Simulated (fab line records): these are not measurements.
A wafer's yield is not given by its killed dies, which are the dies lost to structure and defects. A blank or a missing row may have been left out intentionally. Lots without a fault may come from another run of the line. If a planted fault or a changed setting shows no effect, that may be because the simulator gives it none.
2 desks, one fault :: flow n5_finfet :: what lay behind the numbers comes last; until then each desk has only its own

THE TOOL OWNER'S DESK: litho_track-05
The tool's own readings at N5_BEOL_M8_DEVELOP_10 (develop time 30 s): means of the sampled wafers that have a number, for each lot that ran on this tool. Marked OUT: a lot whose mean sits more than 4 standard deviations from the usual mean, which makes it out of limits; the brackets give that distance.
Columns: A = exhaust_pa at N5_BEOL_M8_DEVELOP_10, usual 45.1 Pa
lot: L954
first seen here: day 9 22:09
A: 44.9

lot: L957
first seen here: day 11 03:15
A: 45.4

lot: L960
first seen here: day 11 22:28
A: 44.7

lot: L973
first seen here: day 14 23:52
A: 45.9
This desk's verdict: no lot among the 4 shows anything out of limits.

FROM THE METROLOGY DESK
What the gauges read for every lot (on any tool): the sampled wafers with a number, averaged. Marked OUT: a lot whose mean sits more than 4 standard deviations from the usual mean, which makes it out of limits; the brackets give that distance.
Columns: A = M7_RS at N5_BEOL_M7_RS_MEAS_57, usual 0.289 ohm/sq; B = cd_nm at N5_BEOL_M8_CD_MEAS_18, usual 39.9 nm
lot: L954
first seen here: day 9 19:06
A: 0.284
B: 40.1

lot: L956
first seen here: day 10 05:47
A: 0.281
B: 39.6

lot: L959
first seen here: day 11 00:18
A: 0.287
B: 40.4

lot: L957
first seen here: day 11 01:26
A: 0.286
B: 39.9

lot: L960
first seen here: day 11 19:49
A: 0.287
B: 40.4

lot: L961
first seen here: day 12 08:01
A: 0.299
B: 39.9

lot: L965
first seen here: day 13 14:59
A: 0.287
B: 40.0

lot: L972
first seen here: day 14 21:38
A: 0.291
B: 40.3

lot: L973
first seen here: day 14 21:43
A: 0.280
B: 40.5

lot: L976
first seen here: day 16 05:36
A: 0.282
B: 40.2

lot: L977
first seen here: day 16 10:02
A: 0.291
B: 39.7
This desk's verdict: no lot among the 11 shows anything out of limits.

PUT TOGETHER
Nothing out of limits was seen by the tool owner's desk.
From the metrology desk's view, nothing was out of limits.

WHAT THE SIMULATOR HAD INSERTED
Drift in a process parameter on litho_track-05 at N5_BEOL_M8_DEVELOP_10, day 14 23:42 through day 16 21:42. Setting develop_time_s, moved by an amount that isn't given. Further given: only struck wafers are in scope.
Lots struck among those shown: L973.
